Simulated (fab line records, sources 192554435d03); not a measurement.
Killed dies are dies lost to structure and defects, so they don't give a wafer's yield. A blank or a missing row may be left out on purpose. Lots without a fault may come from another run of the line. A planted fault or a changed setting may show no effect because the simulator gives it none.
Chamber matching | flow n5_finfet | N5_BEOL_M14_ETCH_67 on rie_diel-01: 4 sister chambers
The step etches SiARC in CF4, target depth 143 nm, time 238.3 s. 4 wafers are shown with their chamber, then 10 later ones without.

WAFERS WITH THEIR CHAMBER
wafer  | chamber | throttle_valve_pct (%)
L086.1 | 1       | 15.84
L088.2 | 3       | 15.14
L088.4 | 2       | 15.36
L088.5 | 0       | 15.58

WAFERS WITHOUT THEIR CHAMBER
wafer  | throttle_valve_pct (%)
L088.6 | 15.13
L090.2 | 15.16
L090.5 | 15.16
L090.6 | 15.38
L094.1 | 15.39
L094.3 | 15.61
L094.5 | 15.16
L097.1 | 15.40
L097.2 | 15.36
L097.6 | 15.40

WHICH CHAMBER EACH WENT THROUGH
wafer  | from the rows above | in truth
L088.6 | 3                   | 3
L090.2 | 3                   | 3
L090.5 | 3                   | 3
L090.6 | 2                   | 2
L094.1 | 2                   | 2
L094.3 | 0                   | 0
L094.5 | 3                   | 3
L097.1 | 2                   | 2
L097.2 | 2                   | 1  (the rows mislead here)
L097.6 | 2                   | 2
Placed correctly: 9 of 10. Can't be placed from these rows: 0. Placed wrongly: 1.
How it was worked out, from the rows above alone: a wafer's distance from a chamber is the root of the sum, over the readings, of the square of ((its reading less the chamber's mean) divided by the reading's scatter). The wafer belongs to the nearest chamber; if the next one is less than 2 further off, it can't be placed. A chamber's mean is the mean of its shown wafers. The scatter: with one shown wafer a chamber, the root of the mean of the squares of how far each hidden wafer lies from its nearest shown one.
